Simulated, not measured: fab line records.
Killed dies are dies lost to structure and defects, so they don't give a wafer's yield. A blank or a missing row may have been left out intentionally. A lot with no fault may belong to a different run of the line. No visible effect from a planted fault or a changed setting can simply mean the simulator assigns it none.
Chamber matching + flow nand harc + 3 sister chambers for NHARC_A_STAIRCASE_DEP_151 on pecvd-03
The step deposits SiO2, target thk 3800 nm. 3 wafers are shown with their chamber, then 9 later ones without.

WAFERS PAIRED WITH THEIR CHAMBERS
| wafer  | chamber | heater power outer w (W) |
|--------|---------|--------------------------|
| L089.6 | 0       | 363                      |
| L091.1 | 1       | 395                      |
| L091.6 | 2       | 417                      |

WAFERS WITH NO CHAMBER GIVEN
| wafer  | heater power outer w (W) |
|--------|--------------------------|
| L093.1 | 368                      |
| L093.5 | 362                      |
| L093.6 | 309                      |
| L097.2 | 493                      |
| L097.4 | 399                      |
| L097.5 | 317                      |
| L096.2 | 515                      |
| L096.5 | 404                      |
| L096.6 | 317                      |

WHICH CHAMBER EACH ONE RAN IN
| wafer  | from the rows above          | in truth |
|--------|------------------------------|----------|
| L093.1 | can't be placed: 0 or 1 or 2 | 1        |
| L093.5 | can't be placed: 0 or 1 or 2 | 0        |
| L093.6 | can't be placed: 0 or 1 or 2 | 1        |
| L097.2 | can't be placed: 2 or 1 or 0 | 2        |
| L097.4 | can't be placed: 1 or 2 or 0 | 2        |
| L097.5 | can't be placed: 0 or 1 or 2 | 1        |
| L096.2 | can't be placed: 2 or 1 or 0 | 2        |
| L096.5 | can't be placed: 1 or 2 or 0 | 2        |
| L096.6 | can't be placed: 0 or 1 or 2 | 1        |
Correctly placed: 0 of 9. Not placeable from these rows: 9 (in 9, the candidates include the true chamber). Number placed wrongly: 0.
How it was worked out, from the rows above alone: a wafer's distance from a chamber is the root of the sum, over the readings, of the square of ((its reading less the chamber's mean) divided by the reading's scatter). The wafer belongs to the nearest chamber; if the next one is less than 2 further off, it can't be placed. A chamber's mean is the mean of its shown wafers. The scatter (one wafer shown for each chamber): square how far every hidden wafer sits from the nearest shown wafer, average those squares and take the square root.
